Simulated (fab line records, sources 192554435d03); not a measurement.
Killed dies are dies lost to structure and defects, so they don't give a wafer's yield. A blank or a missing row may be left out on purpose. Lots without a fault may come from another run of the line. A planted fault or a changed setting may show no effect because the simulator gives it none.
fab line records | flow n5_finfet
record lots=9 wafers=27 last_day=18
route steps=1938 shown BEOL_M5@1159 MIM_BOT_LITHO@1865 TV_OPEN@1888 PASSIVATION@1928
lots that met no fault: from a run of the same line without faults
start_h: hours from the record's first day to the start of the lot's first wafer shown | wait_h: hours since the lot's step before | " the same as in the row above | L1.1+2: a row that stands for several wafers | - no value, or no start given | * or withheld: withheld | < > ~ a bound
route shown NAME@n: a module of which the file shows steps, and the number in the route of the first | usual: mean/standard deviation of fault-free wafers | same: alike in all rows | chamber/n: place in a boat | sites: the reading at each site | _std_site: their standard deviation | _edge_site: outer sites' mean less inner sites' | radius_mm: how far each site lies from the wafer's centre | mask NAME#n: copy n | behind: the tool/chamber that last shaped the wafer | hold: why the lot was held/for how many hours/how that ended | device: the transistor (n, p or np) that didn't switch | end of line: the same wafers' tests at the end of the route | a step without rows: its recipe alone | killed: dies lost to structure and defects at the first sort, not the wafer's yield | map: a wafer's dies, x killed, . not, _ none there
set.NAME: the setting as run; set.NAME@STEP: as run at that earlier step | model.NAME: the simulator's own value behind a step, which no gauge read
steps of the route over a sample of lots; a table a step, a row a wafer
services: from which hour (start_h, from the record's first day; less than 0 if before it) a tool's chamber was out of use, for how many hours, and why
## steps
# step N5_BEOL_M5_STRIP_36
# recipe chemistry=N2/H2 power_w=450 temp_c=40 pressure_mtorr=20 rf_frequency_hz=6e+07 overash_fraction=0.3 bias_power_w=7 h2_frac=0.5 n2_flow_sccm=200 h2_flow_sccm=200
# usual chamber_pressure_mTorr=20.00/0.035 drypump_motor_current_A=5.7/0.47 oes_product_au=0.81/0.087 rf_vpp_V=59.4/1.4 showerhead_plenum_p_Torr=2.56/0.1 temp_c=40.00/0.11 throttle_valve_pct=23.8/0.3
# columns lot.wafer tool chamber start_h wait_h chamber_pressure_mTorr drypump_motor_current_A oes_product_au rf_hours_counter_h rf_vpp_V showerhead_plenum_p_Torr temp_c throttle_valve_pct
L655.1 rie_diel-04 2 193.09 0.0 19.99 6.2 0.86 41 59.1 2.69 40.15 23.9
L655.2 " 0 " " 19.98 4.8 0.93 8 59.8 2.72 40.11 23.3
L655.6 " 0 " " 20.01 4.8 0.92 - 60.9 2.72 40.11 23.3
L656.4 rie_diel-02 0 211.28 0.0 19.99 5.8 0.71 197 59.6 2.53 40.03 23.8
L656.5 " 1 " " 20.04 5.1 0.92 - 59.0 2.48 40.07 23.8
L656.6 " 0 " " 20.02 5.7 0.71 - 59.5 2.53 39.69 23.8
L657.2 rie_diel-02 3 217.13 0.0 19.99 5.8 0.90 33 59.0 2.50 40.08 24.0
L657.5 " 1 " " 20.01 5.1 0.93 - 57.7 2.48 40.07 23.8
L657.6 " 0 " " 20.00 5.7 0.70 - 57.8 2.53 39.89 23.8
L658.3 rie_diel-02 0 221.13 0.0 19.99 5.7 0.71 202 59.1 2.52 39.97 23.8
L658.4 " 3 " " 20.05 5.7 0.91 34 58.3 2.50 40.12 24.1
L658.6 " 3 " " 20.00 5.7 0.90 - 57.8 2.50 40.10 24.1
L662.1 rie_diel-04 3 261.30 0.0 20.02 6.2 0.77 145 57.8 2.46 39.80 24.3
L662.3 " 1 " " 19.93 5.2 0.70 249 59.5 2.49 40.02 23.5
L662.4 " 0 " " 20.04 4.8 0.86 31 60.3 2.71 39.83 23.3
L670.1 rie_diel-02 0 292.58 0.0 20.02 5.8 0.69 225 56.0 2.51 40.04 23.8
L670.3 " 3 " " 19.99 5.7 0.87 55 58.8 2.49 39.97 24.1
L670.4 " 2 " " 19.98 5.9 0.83 66 60.0 2.69 39.99 23.8
L673.1 rie_diel-05 2 299.69 0.0 19.99 5.5 0.77 125 56.6 2.45 39.96 23.8
L673.2 " 1 " " 19.99 6.3 0.69 224 56.5 2.53 39.86 24.2
L673.4 " 0 " " 20.04 5.4 0.97 2 60.5 2.73 40.07 24.0
L675.3 rie_diel-05 1 318.74 0.0 19.97 6.3 0.69 230 59.9 2.52 40.02 24.3
L675.5 " 1 " " 20.02 6.3 0.68 - 57.0 2.52 40.17 24.2
L675.6 " 2 " " 20.05 5.5 0.77 - 60.9 2.44 40.15 23.8
L677.2 rie_diel-04 3 339.88 0.0 19.98 6.2 0.75 170 59.5 2.45 40.06 24.4
L677.3 " 2 " " 20.01 6.1 0.79 87 59.6 2.67 39.96 23.9
L677.5 " 1 " " 20.03 5.2 0.96 - 60.1 2.48 39.92 23.2
# step N5_MIM_BOT_LITHO_DESCUM_10
# recipe chemistry=O2 time_s=7.9 source_power_w=50 bias_power_w=20 pressure_mtorr=20 rf_frequency_hz=2.712e+07 temp_c=40 o2_flow_sccm=225
# usual chamber_pressure_mTorr=20.003/0.022 drypump_motor_current_A=5.7/0.43 oes_product_au=0.82/0.081 rf_vpp_V=243.1/1.5 showerhead_plenum_p_Torr=2.09/0.083 temp_c=40.00/0.11 throttle_valve_pct=20.41/0.23
# columns lot.wafer tool chamber start_h wait_h chamber_pressure_mTorr drypump_motor_current_A oes_product_au rf_hours_counter_h rf_vpp_V showerhead_plenum_p_Torr temp_c throttle_valve_pct
L655.1 rie_diel-06 1 289.40 0.0 19.983 5.5 0.86 51 241.7 2.02 40.15 19.94
L655.2 " 3 " " 20.045 5.5 0.84 62 241.2 2.02 40.09 20.53
L655.6 " 3 " " 19.955 5.6 0.84 - 242.1 2.02 40.14 20.54
L656.4 rie_diel-06 1 306.44 0.3 20.022 5.5 0.85 56 241.8 2.02 39.96 19.95
L656.5 " 1 " " 19.985 5.4 0.85 - 242.6 2.02 40.17 19.94
L656.6 " 0 " " 20.017 6.5 0.72 - 241.7 2.01 40.05 20.57
L657.2 rie_diel-06 0 306.71 0.0 20.011 6.5 0.73 173 241.3 2.01 40.02 20.57
L657.5 " 1 " " 19.992 5.5 0.85 - 241.4 2.02 39.96 19.94
L657.6 " 0 " " 20.005 6.5 0.73 - 241.8 2.01 39.87 20.59
L658.3 rie_diel-03 2 312.97 0.1 20.017 5.8 0.86 59 244.9 2.21 40.12 20.41
L658.4 " 0 " " 20.009 5.4 0.70 229 241.8 2.00 39.90 20.63
L658.6 " 0 " " 19.984 5.4 0.70 - 241.8 2.00 40.08 20.63
L662.1 rie_diel-06 2 348.27 0.0 19.974 5.4 0.88 52 244.2 2.13 39.90 20.35
L662.3 " 3 " " 19.991 5.6 0.81 82 241.4 2.01 40.01 20.55
L662.4 " 0 " " 20.004 6.5 0.72 188 243.4 2.00 40.25 20.60
L670.1 rie_diel-01 1 383.80 0.0 20.018 5.3 0.89 40 245.7 2.24 40.01 20.82
L670.3 " 3 " " 19.996 5.5 0.90 12 241.5 2.06 39.88 20.22
L670.4 " 2 " " 19.996 5.8 0.88 - 241.6 2.05 39.89 20.27
L673.1 rie_diel-06 2 393.00 0.0 19.982 5.3 0.85 67 243.0 2.13 40.02 20.39
L673.2 " 0 " " 19.991 6.5 0.71 205 241.7 2.00 39.93 20.63
L673.4 " 3 " " 19.967 5.5 0.80 97 242.8 2.01 39.96 20.59
L675.3 rie_diel-01 1 408.85 0.0 20.014 5.3 0.87 47 244.7 2.24 40.01 20.82
L675.5 " 0 " " 20.023 5.5 0.97 - 244.8 2.13 40.18 20.07
L675.6 " 3 " " 19.995 5.5 0.88 - 242.1 2.06 40.07 20.22
L677.2 rie_diel-06 2 427.31 0.0 20.006 5.3 0.83 77 243.5 2.13 39.90 20.41
L677.3 " 0 " " 19.996 6.5 0.70 216 240.2 1.99 39.90 20.64
L677.5 " 3 " " 19.989 5.5 0.77 - 240.9 2.00 40.16 20.62
# step N5_PASSIVATION_VIA_ETCH_13
# recipe chemistry=CHF3/O2 target=SiO2 target_depth_a=6600 CHF3_flow_sccm=50 O2_flow_sccm=5 Ar_flow_sccm=200 time_s=330 mask_material=PR pressure_mtorr=30 source_w=650 bias_w=170 ion_energy_ev=200 ends=cleared
# usual chamber_pressure_mTorr=29.997/0.027 drypump_motor_current_A=5.6/0.41 etch_rf_on_time_s=236/5.2 oes_product_au=0.74/0.075 rf_vpp_V=528/8.8 showerhead_plenum_p_Torr=2.42/0.09 throttle_valve_pct=18.94/0.19
# columns lot.wafer tool chamber start_h wait_h chamber_pressure_mTorr drypump_motor_current_A etch_rf_on_time_s oes_product_au rf_hours_counter_h rf_vpp_V showerhead_plenum_p_Torr throttle_valve_pct
L655.1 rie_diel-05 1 292.62 0.0 29.946 6.3 246 0.61 221 524 2.37 19.14
L655.2 " 2 " " 29.936 5.5 237 0.69 122 516 2.32 19.00
L655.6 " 1 " " 30.001 6.3 248 0.61 - 524 2.37 19.12
L656.4 rie_diel-04 2 308.13 0.0 29.967 6.1 240 0.74 78 539 2.54 19.20
L656.5 " 2 " " 29.986 6.1 242 0.72 - 540 2.54 19.19
L656.6 " 1 " " 30.029 5.1 237 0.88 - 521 2.38 18.76
L657.2 rie_diel-05 1 310.31 0.0 29.985 6.3 242 0.61 227 521 2.37 19.15
L657.5 " 1 " " 29.965 6.3 246 0.61 - 524 2.37 19.13
L657.6 " 0 " " 29.950 5.4 236 0.87 - 549 2.55 18.63
L658.3 rie_diel-02 2 317.42 0.0 29.993 5.9 236 0.74 75 535 2.52 18.77
L658.4 " 1 " " 29.943 5.1 235 0.78 54 530 2.36 19.07
L658.6 " 3 " " 29.979 5.7 234 0.77 - 525 2.34 18.90
L662.1 rie_diel-02 1 350.37 0.0 30.048 5.1 225 0.78 63 530 2.36 19.08
L662.3 " 3 " " 29.976 5.7 229 0.76 75 525 2.34 18.92
L662.4 " 2 " " 30.006 5.8 238 0.74 85 534 2.51 18.80
L670.1 rie_diel-02 0 389.98 0.0 29.984 5.7 230 0.89 0 530 2.37 18.84
L670.3 " 2 " " 29.976 5.8 235 0.72 92 534 2.51 18.81
L670.4 " 3 " " 29.995 5.7 233 0.75 91 525 2.33 18.96
L673.1 rie_diel-05 0 399.26 0.0 29.961 5.4 233 0.81 30 548 2.54 18.67
L673.2 " 2 " " 30.037 5.5 235 0.67 154 515 2.31 19.03
L673.4 " 0 " " 29.991 5.4 235 0.81 - 548 2.54 18.70
L675.3 rie_diel-04 2 411.24 0.0 30.012 6.1 234 0.70 109 538 2.52 19.25
L675.5 " 1 " " 30.037 5.1 237 0.80 - 520 2.36 18.79
L675.6 " 0 " " 30.027 4.8 240 0.73 - 529 2.53 18.79
L677.2 rie_diel-02 1 431.11 0.0 29.971 5.1 227 0.75 91 530 2.35 19.13
L677.3 " 0 " " 29.983 5.7 228 0.86 10 530 2.37 18.83
L677.5 " 2 " " 30.001 5.8 242 0.72 - 535 2.51 18.82
# step N5_PASSIVATION_DESCUM_46
# recipe chemistry=O2 time_s=7.9 source_power_w=50 bias_power_w=20 pressure_mtorr=20 rf_frequency_hz=2.712e+07 temp_c=40 o2_flow_sccm=225
# usual chamber_pressure_mTorr=20.000/0.019 drypump_motor_current_A=5.7/0.44 oes_product_au=0.82/0.077 rf_vpp_V=243.1/1.6 showerhead_plenum_p_Torr=2.09/0.085 temp_c=40.01/0.093 throttle_valve_pct=20.41/0.23
# columns lot.wafer tool chamber start_h wait_h chamber_pressure_mTorr drypump_motor_current_A oes_product_au rf_hours_counter_h rf_vpp_V showerhead_plenum_p_Torr temp_c throttle_valve_pct
L655.1 rie_diel-03 0 296.48 0.0 19.998 5.3 0.70 223 241.7 2.00 40.08 20.63
L655.2 " 3 " " 19.994 6.6 0.78 116 245.0 2.19 39.97 20.27
L655.6 " 2 " " 19.996 5.7 0.86 - 245.0 2.21 39.88 20.45
L656.4 rie_diel-03 1 313.11 0.1 20.027 5.7 0.91 33 244.2 2.13 40.01 20.40
L656.5 " 1 " " 19.993 5.7 0.91 - 242.7 2.13 39.87 20.40
L656.6 " 2 " " 20.017 5.7 0.84 - 245.2 2.21 40.04 20.40
L657.2 rie_diel-03 2 313.98 0.0 20.017 5.7 0.85 59 246.0 2.21 39.93 20.44
L657.5 " 3 " " 20.029 6.6 0.77 - 244.8 2.18 39.95 20.28
L657.6 " 0 " " 19.994 5.4 0.71 - 242.0 2.00 39.89 20.63
L658.3 rie_diel-06 2 320.59 0.0 20.019 5.4 0.89 42 244.1 2.14 39.88 20.35
L658.4 " 1 " " 19.989 5.5 0.85 61 241.8 2.01 40.03 19.94
L658.6 " 2 " " 19.997 5.4 0.88 - 242.5 2.14 40.09 20.36
L662.1 rie_diel-06 0 353.80 0.4 19.979 6.5 0.72 190 240.7 2.00 40.03 20.61
L662.3 " 2 " " 19.970 5.3 0.86 54 243.9 2.13 40.05 20.36
L662.4 " 3 " " 19.987 5.5 0.82 84 241.8 2.01 39.95 20.57
L670.1 rie_diel-06 1 393.76 0.2 20.013 5.4 0.82 89 241.7 2.01 40.11 19.99
L670.3 " 2 " " 20.001 5.4 0.85 67 244.2 2.13 40.14 20.39
L670.4 " 3 " " 19.998 5.5 0.80 97 241.6 2.01 40.18 20.58
L673.1 rie_diel-03 1 402.54 0.0 20.009 5.7 0.86 61 243.4 2.12 40.02 20.45
L673.2 " 0 " " 19.984 5.3 0.97 5 245.3 2.26 40.16 20.34
L673.4 " 3 " " 20.043 6.6 0.73 155 244.0 2.17 40.24 20.34
L675.3 rie_diel-06 1 414.49 0.0 19.997 5.4 0.81 95 241.8 2.00 39.98 20.00
L675.5 " 2 " " 20.002 5.3 0.84 - 244.4 2.13 40.09 20.40
L675.6 " 3 " " 19.990 5.6 0.79 - 241.4 2.00 40.10 20.60
L677.2 rie_diel-06 0 435.31 0.3 19.990 6.5 0.70 218 241.0 1.99 39.87 20.67
L677.3 " 1 " " 20.037 5.4 0.80 102 241.0 2.00 40.01 20.03
L677.5 " 1 " " 19.992 5.4 0.80 - 241.4 2.00 40.00 19.99
# step N5_PASSIVATION_PROBE_49
# usual defect_limited_yield=91.1/1.5 killed_at_M0_to_M3=33/9.9 killed_at_M4_up=14/5.2 killed_at_contacts=12/6.7 killed_at_front_end=43/13 killed_at_other=3.4/2.7 killed_dies=105/17 killed_open=69/13 killed_short=33/7.5 sort_bin_5_function=5.2/0.91 sort_bin_6_memory=3.3/0.71 sort_n_pass=1075/17 sort_yield_pct=91.1/1.5
# same gross_dies=1180 killed_at_back_side=0 sort_bin_4_leakage[%]=0 sort_bin_8_speed[%]=0
# columns lot.wafer tool chamber start_h wait_h defect_limited_yield[%] killed_at_M0_to_M3 killed_at_M4_up killed_at_contacts killed_at_front_end killed_at_other killed_dies killed_open killed_short sort_bin_5_function[%] sort_bin_6_memory[%] sort_n_pass sort_yield_pct[%]
L662.1 prober-01 - 357.26 0.0 92.8 25 18 8 31 3 85 55 29 5.0 2.0 1095 92.8
L662.3 prober-01 - 357.36 0.1 79.9 28 129 23 54 3 237 94 27 12.8 5.0 943 79.9
L662.4 prober-01 - 357.41 0.2 93.6 17 4 7 41 7 76 54 20 4.0 2.5 1104 93.6
# killed by level:class
L662.1 BEOL_M3:geometric_particle:open=12 BEOL_M4:geometric_particle:open=8 FIN_SAQP:geometric_particle:open=7 STI_FIN_REVEAL:geometric_particle:open=6 MOL_CONTACT_COAG:geometric_particle:open=6 FIN_SAQP:geometric_particle:short=5 BEOL_M1:geometric_particle:open=4 DUMMY_GATE:geometric_particle:open=3
L662.3 BEOL_M5:unspecified=114 FIN_SAQP:geometric_particle:open=21 MOL_CONTACT_COAG:geometric_particle:open=19 BEOL_M3:geometric_particle:open=10 DUMMY_GATE:geometric_particle:open=7 BEOL_M4:geometric_particle:open=6 FIN_CUT:geometric_particle:open=4 MOL_CONTACT_COAG:geometric_particle:short=4
L662.4 FIN_SAQP:geometric_particle:open=14 BEOL_M3:geometric_particle:open=8 MOL_CONTACT_COAG:geometric_particle:open=6 STI_FIN_REVEAL:geometric_particle:open=5 PAD_METAL:geometric_particle:short=5 STARTING-WAFER:geometric_particle:open=4 FIN_SAQP:geometric_particle:short=3 DUMMY_GATE:geometric_particle:open=3
## services
# columns tool chamber start_h hours kind
rie_diel-02 - 174.45 5.9 repair
rie_diel-03 2 177.94 5.5 repair
rie_diel-03 1 183.66 - clean
rie_diel-06 0 200.50 16.6 repair
rie_diel-03 - 205.84 0.2 repair
rie_diel-05 - 207.71 14.6 pm
rie_diel-03 2 220.89 7.3 repair
rie_diel-05 1 238.66 19.1 repair
rie_diel-02 3 253.47 2.3 repair
rie_diel-06 2 254.76 7.2 repair
rie_diel-03 1 331.23 10.9 repair
rie_diel-01 0 343.61 9.4 repair
rie_diel-04 3 352.37 5.9 repair
rie_diel-01 1 360.24 5.1 repair
rie_diel-06 - 364.60 2.4 repair
rie_diel-05 3 368.86 6.4 repair
rie_diel-02 0 371.14 - clean
rie_diel-02 0 371.14 - consumable_replace:focus_ring
rie_diel-02 0 371.14 15.0 scheduled_down
rie_diel-02 0 371.14 15.0 vent_cycle
rie_diel-05 - 372.88 0.2 repair
rie_diel-05 0 381.64 1.3 repair
rie_diel-04 3 406.27 3.4 repair
rie_diel-05 3 419.07 2.9 repair
## key
first_sign step=N5_PASSIVATION_PROBE_49 reading=killed_at_M4_up direction=up sigmas=22 usual=14 struck=129
effect step=N5_PASSIVATION_PROBE_49 reading=defect_limited_yield direction=down sigmas=7.7 usual=91.1 struck=79.9
more_kills_born_at N5_BEOL_M5_STRIP_36@rie_diel-04=114
met_at N5_BEOL_M5_STRIP_36
struck_lots L662
struck_wafers L662.3
not_acting_at N5_MIM_BOT_LITHO_DESCUM_10,N5_PASSIVATION_VIA_ETCH_13,N5_PASSIVATION_DESCUM_46
fault kind=chamber_particle_source tool=rie_diel-04 chamber=1 onset_h=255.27 steps=N5_BEOL_M5_STRIP_36 rate_per_visit_cm2=0.70193 end_h=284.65
